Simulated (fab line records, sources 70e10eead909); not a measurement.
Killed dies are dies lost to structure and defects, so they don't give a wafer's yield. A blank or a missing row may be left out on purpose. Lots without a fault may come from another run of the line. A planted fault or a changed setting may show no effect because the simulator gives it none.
fab line records | flow nand_harc | part 1 of 2: steps 1 to 29 of 37
record lots=5 wafers=15 last_day=33
route steps=1302 shown A_BONDPAD@1225 HYBRID_BOND@1237 THIN_TSV@1244
lots that met no fault: from a run of the same line without faults
start_h: hours from the record's first day to the start of the lot's first wafer shown | wait_h: hours since the lot's step before | " the same as in the row above | L1.1+2: a row that stands for several wafers | - no value, or no start given | * or withheld: withheld | < > ~ a bound
route shown NAME@n: a module of which the file shows steps, and the number in the route of the first | usual: mean/standard deviation of fault-free wafers | same: alike in all rows | chamber/n: place in a boat | sites: the reading at each site | _std_site: their standard deviation | _edge_site: outer sites' mean less inner sites' | radius_mm: how far each site lies from the wafer's centre | mask NAME#n: copy n | behind: the tool/chamber that last shaped the wafer | hold: why the lot was held/for how many hours/how that ended | device: the transistor (n, p or np) that didn't switch | end of line: the same wafers' tests at the end of the route | a step without rows: its recipe alone | killed: dies lost to structure and defects at the first sort, not the wafer's yield | map: a wafer's dies, x killed, . not, _ none there
set.NAME: the setting as run; set.NAME@STEP: as run at that earlier step | model.NAME: the simulator's own value behind a step, which no gauge read
lots at some steps of the route; a table a step, a row a wafer
services: from which hour (start_h, from the record's first day; less than 0 if before it) a tool's chamber was out of use, for how many hours, and why
## steps
# step NHARC_A_BONDPAD_DEGAS_25
# recipe temp_c=300 time_s=60
# usual heater_power_w=488/49
# columns lot.wafer tool chamber start_h wait_h heater_power_w
L074.1 pvd_sputter-03 - 525.65 - 404
L074.4 " - " " 501
L074.3 " - " " 470
L075.4 pvd_sputter-03 - 553.60 - 504
L075.3 " - " " 489
L075.6 " - " " 407
L088.1 pvd_sputter-03 - 660.30 - 416
L088.4 " - " " 507
L088.5 " - " " 408
L090.1 pvd_sputter-01 - 680.76 - 532
L090.2 " - " " 492
L090.6 " - " " 504
L097.3 pvd_sputter-03 - 750.00 - 525
L097.1 " - " " 469
L097.5 " - " " 432
# step NHARC_A_BONDPAD_PRE_CLEAN_26
# recipe time_s=30 temp_c=280 gas=H2/He
# usual heater_power_w=430/43
# columns lot.wafer tool chamber start_h wait_h heater_power_w
L074.3 pvd_sputter-03 - - - 453
L074.1 " - " " 380
L074.4 " - " " 366
L075.4 pvd_sputter-03 - - - 356
L075.3 " - " " 433
L075.6 " - " " 455
L088.1 pvd_sputter-03 - - - 358
L088.4 " - " " 449
L088.5 " - " " 349
L090.1 pvd_sputter-01 - - - 438
L090.2 " - " " 470
L090.6 " - " " 438
L097.1 pvd_sputter-03 - - - 375
L097.3 " - " " 410
L097.5 " - " " 383
# step NHARC_A_BONDPAD_PVD_17
# recipe target_thk_a=50 bias_v=168.6 power_w=15000 chamber_pressure_pa=0.12 time_s=8.06 substrate_temp_c=50 material=TaN
# usual chamber_pressure_pa=0.11999/0.00021 throttle_valve_pct=30.0/1
# columns lot.wafer tool chamber start_h wait_h chamber_pressure_pa throttle_valve_pct
L074.3 pvd_sputter-03 - - - 0.12003 30.4
L074.1 " - " " 0.11988 30.5
L074.4 " - " " 0.11975 28.9
L075.3 pvd_sputter-03 - - - 0.12018 30.2
L075.4 " - " " 0.12008 28.3
L075.6 " - " " 0.12015 30.4
L088.4 pvd_sputter-03 - - - 0.11973 30.1
L088.1 " - " " 0.11984 30.2
L088.5 " - " " 0.11966 31.1
L090.1 pvd_sputter-01 - - - 0.12001 29.9
L090.2 " - " " 0.12002 28.9
L090.6 " - " " 0.11994 29.9
L097.1 pvd_sputter-03 - - - 0.12008 31.3
L097.3 " - " " 0.11979 30.2
L097.5 " - " " 0.11995 31.2
# step NHARC_A_BONDPAD_PVD_27
# recipe target_thk_a=300 chamber_pressure_pa=5 power_w=5000 substrate_temp_c=30 time_s=20.49 material=Cu
# usual chamber_pressure_pa=5.000/0.0099 throttle_valve_pct=29.9/1
# columns lot.wafer tool chamber start_h wait_h chamber_pressure_pa throttle_valve_pct
L074.3 pvd_sputter-03 - - - 4.985 30.6
L074.4 " - " " 4.987 31.5
L074.1 " - " " 5.006 28.8
L075.3 pvd_sputter-03 - - - 5.015 28.2
L075.4 " - " " 5.005 31.0
L075.6 " - " " 4.998 30.1
L088.4 pvd_sputter-03 - - - 5.009 28.1
L088.1 " - " " 4.992 30.9
L088.5 " - " " 4.990 28.4
L090.1 pvd_sputter-01 - - - 5.002 29.3
L090.2 " - " " 4.993 28.7
L090.6 " - " " 4.998 29.3
L097.1 pvd_sputter-03 - - - 5.010 31.0
L097.3 " - " " 5.000 28.2
L097.5 " - " " 4.985 31.4
# step NHARC_A_BONDPAD_ECD_18
# recipe target_thk_a=4000 bath_temp_c=25 material=Cu
# columns lot.wafer tool chamber start_h wait_h
L074.1+3+4 ecd_cu-02 0,1,0 526.06 -
L075.4+3+6 ecd_cu-01 0,1,1 554.05 -
L088.1+4+5 ecd_cu-01 0,1,0 660.66 -
L090.2+1+6 ecd_cu-02 1,0,0 681.11 -
L097.1+3+5 ecd_cu-02 0,0,1 750.36 -
# step NHARC_A_BONDPAD_ANNEAL_28
# recipe temp_c=225 time_s=90
# usual wafer_temp_C_max=226.15/0.24
# columns lot.wafer tool chamber start_h wait_h wafer_temp_C_max
L074.1 rtp_anneal-01 0 526.39 0.3 226.19
L074.3 " 0 " " 225.81
L074.4 " 0 " " 225.94
L075.3 rtp_anneal-02 0 554.42 - 225.71
L075.4 " 0 " " 226.56
L075.6 " 0 " " 226.20
L088.1 rtp_anneal-01 0 661.03 - 226.09
L088.4 " 0 " " 226.37
L088.5 " 0 " " 225.92
L090.1 rtp_anneal-01 0 681.49 0.3 226.01
L090.2 " 0 " " 225.72
L090.6 " 0 " " 225.70
L097.1 rtp_anneal-01 0 750.74 - 226.15
L097.3 " 0 " " 226.21
L097.5 " 0 " " 226.47
# step NHARC_A_BONDPAD_CMP_19
# recipe t_overpolish_s=30 cu_recess_touch_s=16 target_thk_nm=169.82
# usual motor_current_A=12.0/1.2 overpolish_run_s=30.001/0.0093
# same t_overpolish_s=30
# columns lot.wafer tool chamber start_h wait_h motor_current_A overpolish_run_s
L074.4 cmp-03 3 526.74 - 13.0 30.008
L074.1 " 0 " " 12.8 30.009
L074.3 " 1 " " 12.3 29.991
L075.3 cmp-02 0 554.66 - 11.7 29.999
L075.4 " 1 " " 12.4 29.996
L075.6 " 1 " " 12.8 29.989
L088.4 cmp-04 0 661.40 - 11.6 29.998
L088.1 " 1 " " 10.5 30.010
L088.5 " 3 " " 13.8 30.004
L090.1 cmp-02 1 681.83 - 12.6 29.997
L090.2 " 0 " " 12.4 29.975
L090.6 " 2 " " 10.8 30.002
L097.1 cmp-02 0 751.09 - 11.5 30.000
L097.3 " 3 " " 12.8 29.999
L097.5 " 0 " " 11.7 30.003
# step NHARC_A_BONDPAD_THK_MEAS_20
# recipe thk_meas_gauge=xrf
# usual thk_nm=169.9/1.6
# columns lot.wafer tool chamber start_h wait_h thk_nm
L074.1 film_metro-01 - 527.06 - 173.2
L074.3 " - " " 171.9
L074.4 " - " " 169.1
L075.3 film_metro-01 - 554.99 - 166.5
L075.4 " - " " 170.2
L075.6 " - " " 169.5
L088.1 film_metro-01 - 661.69 - 170.7
L088.4 " - " " 171.1
L088.5 " - " " 171.5
L090.1 film_metro-01 - 682.15 - 171.4
L090.2 " - " " 169.3
L090.6 " - " " 169.0
L097.1 film_metro-02 - 751.41 - 170.3
L097.3 " - " " 168.5
L097.5 " - " " 169.5
# step NHARC_A_BONDPAD_SRD_21
# recipe time_s=30 temp_c=23 dry_time_s=20 spin_rpm=1500
# usual spin_rpm=1500.0/0.76
# columns lot.wafer tool chamber start_h wait_h spin_rpm
L074.3 wet_bench-10 1 527.11 0.0 1500.1
L074.1 " 3 " " 1500.7
L074.4 " 4 " " 1499.7
L075.4 wet_bench-08 7 555.03 0.0 1500.1
L075.6 " 0 " " 1499.2
L075.3 " 2 " " 1500.5
L088.5 wet_bench-10 3 661.74 0.0 1500.2
L088.1 " 4 " " 1499.3
L088.4 " 5 " " 1500.6
L090.2 wet_bench-08 4 682.19 0.0 1500.0
L090.6 " 6 " " 1500.9
L090.1 " 7 " " 1501.2
L097.1 wet_bench-10 1 751.45 0.0 1501.7
L097.3 " 4 " " 1500.2
L097.5 " 6 " " 1499.6
# step NHARC_A_BONDPAD_INSPECT_23
# usual raw_defect_count=579/130
# columns lot.wafer tool chamber start_h wait_h raw_defect_count
L074.1 defect_inspect-02 - 527.28 0.0 645
L074.3 " - " " 410
L074.4 " - " " 634
L075.3 defect_inspect-01 - 555.21 0.0 551
L075.4 " - " " 418
L075.6 " - " " 301
L088.1 defect_inspect-02 - 661.90 0.0 587
L088.4 " - " " 841
L088.5 " - " " 558
L090.1 defect_inspect-02 - 682.39 0.0 621
L090.2 " - " " 739
L090.6 " - " " 824
L097.1 defect_inspect-01 - 751.62 0.0 592
L097.3 " - " " 463
L097.5 " - " " 729
# step NHARC_HYBRID_BOND_ACTIVATE_00
# recipe time_s=60 n2_flow_sccm=200 ar_flow_sccm=0 bias_power_w=0 chemistry=N2
# usual drypump_motor_current_A=5.7/0.48 oes_product_au=1.002/0.0081 rf_vpp_V=64.3/0.94 showerhead_plenum_p_Torr=1.78/0.094
# same bias_power_w=0
# columns lot.wafer tool chamber start_h wait_h drypump_motor_current_A oes_product_au rf_hours_counter_h rf_vpp_V showerhead_plenum_p_Torr
L074.4 rie_diel-09 1 527.36 0.1 6.0 1.015 2 61.7 1.64
L074.3 " 2 " " 5.1 0.992 2 65.8 1.84
L074.1 " 3 " " 6.0 1.000 3 64.8 1.84
L075.3 rie_diel-10 3 555.28 0.1 4.6 0.992 52 64.5 1.77
L075.4 " 0 " " 5.5 1.011 39 64.9 1.76
L075.6 " 3 " " 4.6 0.989 - 65.1 1.77
L088.1 rie_diel-09 3 661.96 0.1 6.0 1.000 15 65.5 1.83
L088.4 " 0 " " 5.4 1.007 15 64.1 1.89
L088.5 " 0 " " 5.4 1.004 - 65.3 1.89
L090.1 rie_diel-10 1 682.45 0.1 6.4 0.992 22 63.7 1.66
L090.2 " 0 " " 5.6 1.005 23 63.2 1.75
L090.6 " 2 " " 6.1 1.000 - 65.4 1.87
L097.1 rie_diel-10 2 751.68 0.1 6.1 1.008 41 65.7 1.87
L097.3 " 1 " " 6.4 0.984 42 63.9 1.65
L097.5 " 3 " " 4.6 0.992 - 63.4 1.75
# step NHARC_HYBRID_BOND_PRECLEAN_01
# recipe time_s=300 temp_c=23 chemistry=DIW
# columns lot.wafer tool chamber start_h wait_h
L074.4+1+3 wet_bench-10 0,1,2 527.54 0.2
L075.6+4+3 wet_bench-08 3,5,7 555.42 0.1
L088.5+1+4 wet_bench-10 5,6,7 662.11 0.1
L090.1+6+2 wet_bench-10 1,3,4 682.61 0.1
L097.5+1+3 wet_bench-10 6,7,2 751.85 0.1
# step NHARC_HYBRID_BOND_SRD_02
# recipe time_s=30 temp_c=23 dry_time_s=20 spin_rpm=1500
# usual spin_rpm=1500.1/0.72
# columns lot.wafer tool chamber start_h wait_h spin_rpm
L074.4 wet_bench-10 0 - - 1500.4
L074.1 " 1 " " 1500.2
L074.3 " 2 " " 1500.5
L075.6 wet_bench-08 3 - - 1500.9
L075.4 " 5 " " 1500.9
L075.3 " 7 " " 1499.5
L088.5 wet_bench-10 5 - - 1500.0
L088.1 " 6 " " 1500.8
L088.4 " 7 " " 1498.9
L090.1 wet_bench-10 1 - - 1500.0
L090.6 " 3 " " 1499.1
L090.2 " 4 " " 1501.0
L097.5 wet_bench-10 6 - - 1499.5
L097.1 " 7 " " 1500.5
L097.3 " 2 " " 1498.8
# step NHARC_HYBRID_BOND_BOND_03
# recipe temp_c=25
# columns lot.wafer tool chamber start_h wait_h
L074.1+3+4 wafer_bonder-01 0 527.75 -
L075.3+4+6 wafer_bonder-01 0 556.07 -
L088.1+4+5 wafer_bonder-01 0 662.36 -
L090.1+2+6 wafer_bonder-01 0 682.86 -
L097.1+3+5 wafer_bonder-01 0 752.09 -
# step NHARC_HYBRID_BOND_ANNEAL_04
# recipe temp_c=300 time_s=7200 ramp_up_c_per_min=5 ramp_down_c_per_min=3 idle_temp_c=100 pressure_atm=1
# usual zone_power_lower_pct=3.54/0.18
# columns lot.wafer tool chamber start_h wait_h zone_power_lower_pct
L074.1 furnace-08 0 532.05 4.1 3.70
L074.3 " 0 " " 3.63
L074.4 " 0 " " 3.69
L075.3 furnace-02 0 562.05 5.8 3.20
L075.4 " 0 " " 3.14
L075.6 " 0 " " 3.15
L088.1 furnace-08 0 666.64 4.1 3.64
L088.4 " 0 " " 3.65
L088.5 " 0 " " 3.66
L090.1 furnace-04 0 687.35 4.3 3.25
L090.2 " 0 " " 3.27
L090.6 " 0 " " 3.17
L097.1 furnace-08 0 756.37 4.1 3.61
L097.3 " 0 " " 3.64
L097.5 " 0 " " 3.62
# step NHARC_HYBRID_BOND_OVL_MEAS_05
# usual overlay_x_nm=-1/32 overlay_y_nm=3/32
# columns lot.wafer tool chamber start_h wait_h overlay_x_nm overlay_y_nm
L074.1 overlay-02 - 536.74 0.4 -20 -35
L074.3 " - " " -72 2
L074.4 " - " " -1 -16
L075.3 overlay-02 - 566.79 0.4 -22 6
L075.4 " - " " -28 -22
L075.6 " - " " 28 1
L088.1 overlay-02 - 671.39 0.4 58 16
L088.4 " - " " -12 -15
L088.5 " - " " 26 10
L090.1 overlay-02 - 692.03 0.4 38 3
L090.2 " - " " 34 24
L090.6 " - " " 32 10
L097.1 overlay-02 - 761.10 0.4 -11 6
L097.3 " - " " 45 35
L097.5 " - " " 28 -10
# step NHARC_HYBRID_BOND_INSPECT_06
# recipe inspect_instrument=ir_void
# usual raw_defect_count=89/40
# columns lot.wafer tool chamber start_h wait_h raw_defect_count
L074.1 defect_inspect-01 - 536.79 0.0 104
L074.3 " - " " 95
L074.4 " - " " 104
L075.3 defect_inspect-01 - 566.84 0.1 31
L075.4 " - " " 26
L075.6 " - " " 16
L088.1 defect_inspect-01 - 671.44 0.0 89
L088.4 " - " " 97
L088.5 " - " " 98
L090.1 defect_inspect-01 - 692.08 0.0 123
L090.2 " - " " 166
L090.6 " - " " 155
L097.1 defect_inspect-01 - 761.16 0.0 72
L097.3 " - " " 95
L097.5 " - " " 74
# step NHARC_THIN_TSV_GRIND_00
# recipe target_thk_um=6
# usual motor_current_A=11.998/0.023
# columns lot.wafer tool chamber start_h wait_h motor_current_A
L074.1 grinder-01 0 538.14 1.3 12.020
L074.3 " 0 " " 12.009
L074.4 " 0 " " 12.012
L075.3 grinder-01 0 567.38 0.5 11.969
L075.4 " 0 " " 11.995
L075.6 " 0 " " 11.999
L088.1 grinder-01 0 671.59 0.1 12.008
L088.4 " 0 " " 12.022
L088.5 " 0 " " 11.957
L090.1 grinder-01 0 692.24 0.1 11.982
L090.2 " 0 " " 11.989
L090.6 " 0 " " 12.021
L097.1 grinder-01 0 761.31 0.1 11.989
L097.3 " 0 " " 11.984
L097.5 " 0 " " 11.979
# step NHARC_THIN_TSV_CMP_01
# recipe target_thk_um=3
# usual motor_current_A=11.9/0.75
# columns lot.wafer tool chamber start_h wait_h motor_current_A
L074.1 cmp-01 3 539.38 1.0 12.4
L074.3 " 0 " " 12.2
L074.4 " 1 " " 11.2
L075.4 cmp-01 1 568.25 0.5 11.3
L075.3 " 2 " " 10.9
L075.6 " 3 " " 12.5
L088.1 cmp-02 1 672.84 1.0 12.2
L088.4 " 2 " " 10.9
L088.5 " 1 " " 13.1
L090.1 cmp-03 3 693.46 1.0 13.6
L090.2 " 2 " " 11.3
L090.6 " 0 " " 13.2
L097.3 cmp-02 0 762.53 0.6 12.0
L097.1 " 1 " " 12.9
L097.5 " 0 " " 11.3
# step NHARC_THIN_TSV_THK_MEAS_02
# recipe thk_meas_gauge=ir
# usual thk_nm=3040/220
# columns lot.wafer tool chamber start_h wait_h thk_nm
L074.1 film_metro-01 - 539.64 - 2844
L074.3 " - " " 2804
L074.4 " - " " 2797
L075.3 film_metro-01 - 568.46 0.2 2994
L075.4 " - " " 3027
L075.6 " - " " 3477
L088.1 film_metro-01 - 673.08 0.2 3162
L088.4 " - " " 3251
L088.5 " - " " 2999
L090.1 film_metro-01 - 693.73 0.2 2989
L090.2 " - " " 3006
L090.6 " - " " 2959
L097.1 film_metro-02 - 762.79 - 3130
L097.3 " - " " 3119
L097.5 " - " " 3041
# step NHARC_THIN_TSV_SRD_03
# columns lot.wafer tool chamber start_h wait_h
L074.1+3+4 wet_bench-08 6,7,1 539.68 0.0
L075.3+4+6 wet_bench-08 1,4,5 568.51 0.0
L088.1+4+5 wet_bench-10 0,1,4 673.12 0.0
L090.2+6+1 wet_bench-10 2,3,4 693.77 0.0
L097.3+5+1 wet_bench-08 3,5,7 762.83 0.0
# step NHARC_THIN_TSV_PRECLEAN_41
# recipe time_s=* temp_c=50 bath_age_min=0 chemistry=SC1
# usual bath_guard_temp_C=50.1/0.51 sc1_h2o2_end_mol_l=0.3699/0.0007
# columns lot.wafer tool chamber start_h wait_h bath_guard_temp_C sc1_h2o2_end_mol_l
L074.1 wet_bench-08 6 539.71 0.0 49.6 0.3696
L074.3 " 7 " " 50.4 0.3709
L074.4 " 1 " " 49.8 0.3703
L075.3 wet_bench-08 1 568.53 0.0 49.8 0.3711
L075.4 " 4 " " 49.3 0.3701
L075.6 " 5 " " 50.2 0.3705
L088.1 wet_bench-10 0 673.14 0.0 49.6 0.3695
L088.4 " 1 " " 50.1 0.3696
L088.5 " 4 " " 49.0 0.3688
L090.2 wet_bench-10 2 693.80 0.0 49.8 0.3700
L090.6 " 3 " " 51.0 0.3701
L090.1 " 4 " " 49.3 0.3706
L097.3 wet_bench-08 3 762.85 0.0 50.5 0.3694
L097.5 " 5 " " 50.3 0.3700
L097.1 " 7 " " 50.6 0.3702
# step NHARC_THIN_TSV_SRD_42
# columns lot.wafer tool chamber start_h wait_h
L074.1+3+4 wet_bench-08 6,7,1 - -
L075.3+4+6 wet_bench-08 1,4,5 - -
L088.1+4+5 wet_bench-10 0,1,4 - -
L090.2+6+1 wet_bench-10 2,3,4 - -
L097.3+5+1 wet_bench-08 3,5,7 - -
# step NHARC_THIN_TSV_DEP_43
# recipe target_thk_a=13285 temp_c=withheld pressure_torr=6.5 rf_w=900 teos_flow_sccm=161.4 flow_sccm=2650 target_thk_nm=1328.5 gas=O2 material=SiO2
# usual throttle_valve_pct=16.2/0.45
# columns lot.wafer tool chamber start_h wait_h throttle_valve_pct
L074.1 pecvd-02 0 539.86 - 15.4
L074.3 " 1 " " 15.6
L074.4 " 2 " " 16.7
L075.3 pecvd-03 0 568.73 - 16.5
L075.4 " 2 " " 15.4
L075.6 " 0 " " 16.5
L088.1 pecvd-04 2 673.30 - 16.0
L088.5 " 0 " " 16.5
L088.4 " 1 " " 15.9
L090.1 pecvd-02 0 693.95 - 15.9
L090.2 " 2 " " 16.0
L090.6 " 2 " " 16.3
L097.3 pecvd-02 1 763.01 - 16.0
L097.1 " 0 " " 16.0
L097.5 " 1 " " 15.8
# step NHARC_THIN_TSV_DEHYDRATE_04
# recipe temp_c=150 time_s=120
# usual heater_power_total_W=182.6/1.2 plate_temp_C=149.98/0.13
# columns lot.wafer tool chamber start_h wait_h heater_power_total_W plate_temp_C
L074.1 litho_track-03 0 540.26 - 180.9 149.80
L074.3 " 0 " " 180.9 149.98
L074.4 " 0 " " 182.2 149.86
L075.3 litho_track-03 0 569.09 - 183.7 150.02
L075.4 " 0 " " 183.2 149.88
L075.6 " 0 " " 184.1 150.11
L088.1 litho_track-05 0 673.70 - 184.0 149.81
L088.4 " 0 " " 183.3 149.74
L088.5 " 0 " " 183.5 149.96
L090.1 litho_track-05 0 694.36 - 182.8 149.93
L090.2 " 0 " " 180.8 149.80
L090.6 " 0 " " 181.2 149.78
L097.1 litho_track-02 0 763.41 - 182.2 150.05
L097.3 " 0 " " 184.7 150.01
L097.5 " 0 " " 184.1 149.86
# step NHARC_THIN_TSV_HMDS_05
# recipe time_s=30
# columns lot.wafer tool chamber start_h wait_h
L074.1+3+4 litho_track-03 0 - -
L075.3+4+6 litho_track-03 0 - -
L088.1+4+5 litho_track-05 0 - -
L090.1+2+6 litho_track-05 0 - -
L097.1+3+5 litho_track-02 0 - -
# step NHARC_THIN_TSV_COAT_06
# recipe spin_rpm=*
# columns lot.wafer tool chamber start_h wait_h
L074.1+3+4 litho_track-03 0 - -
L075.3+4+6 litho_track-03 0 - -
L088.1+4+5 litho_track-05 0 - -
L090.1+2+6 litho_track-05 0 - -
L097.1+3+5 litho_track-02 0 - -
# step NHARC_THIN_TSV_SOFTBAKE_07
# recipe temp_c=122 time_s=95
# usual heater_power_total_W=160.1/0.48 plate_temp_C=121.99/0.15
# columns lot.wafer tool chamber start_h wait_h heater_power_total_W plate_temp_C
L074.1 litho_track-03 0 - - 160.3 122.12
L074.3 " 0 " " 159.4 122.10
L074.4 " 0 " " 159.2 122.32
L075.3 litho_track-03 0 - - 160.4 121.96
L075.4 " 0 " " 159.4 121.98
L075.6 " 0 " " 160.2 121.73
L088.1 litho_track-05 0 - - 160.5 122.01
L088.4 " 0 " " 160.3 121.96
L088.5 " 0 " " 160.7 121.86
L090.1 litho_track-05 0 - - 159.9 122.05
L090.2 " 0 " " 160.7 122.08
L090.6 " 0 " " 159.9 122.15
L097.1 litho_track-02 0 - - 159.4 121.92
L097.3 " 0 " " 159.1 121.81
L097.5 " 0 " " 160.6 122.00
# step NHARC_THIN_TSV_EBR_08
# columns lot.wafer tool chamber start_h wait_h
L074.1+3+4 litho_track-03 0 - -
L075.3+4+6 litho_track-03 0 - -
L088.1+4+5 litho_track-05 0 - -
L090.1+2+6 litho_track-05 0 - -
L097.1+3+5 litho_track-02 0 - -
